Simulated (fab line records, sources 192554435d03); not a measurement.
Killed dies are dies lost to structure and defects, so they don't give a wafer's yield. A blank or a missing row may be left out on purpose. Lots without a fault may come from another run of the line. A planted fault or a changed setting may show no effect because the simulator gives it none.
Chamber matching | flow n5_finfet | N5_BEOL_M5_ETCH_75 on rie_diel-06: 4 sister chambers
The step etches underlayer in N2/H2, target depth 6.5 nm, time 5.2 s. 4 wafers are shown with their chamber, then 7 later ones without.

WAFERS WITH THEIR CHAMBER
wafer  | chamber | throttle_valve_pct (%)
L081.5 | 0       | 17.59
L086.2 | 3       | 18.16
L087.1 | 1       | 18.31
L087.4 | 2       | 17.67

WAFERS WITHOUT THEIR CHAMBER
wafer  | throttle_valve_pct (%)
L087.6 | 18.17
L093.3 | 17.71
L093.4 | 17.64
L093.5 | 18.33
L096.2 | 18.17
L096.3 | 17.71
L096.6 | 18.20

WHICH CHAMBER EACH WENT THROUGH
wafer  | from the rows above     | in truth
L087.6 | 3                       | 3
L093.3 | 2                       | 2
L093.4 | can't be placed: 2 or 0 | 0
L093.5 | 1                       | 1
L096.2 | 3                       | 3
L096.3 | 2                       | 2
L096.6 | 3                       | 3
Placed correctly: 6 of 7. Can't be placed from these rows: 1 (the true chamber is among the candidates in 1). Placed wrongly: 0.
How it was worked out, from the rows above alone: a wafer's distance from a chamber is the root of the sum, over the readings, of the square of ((its reading less the chamber's mean) divided by the reading's scatter). The wafer belongs to the nearest chamber; if the next one is less than 2 further off, it can't be placed. A chamber's mean is the mean of its shown wafers. The scatter: with one shown wafer a chamber, the root of the mean of the squares of how far each hidden wafer lies from its nearest shown one.
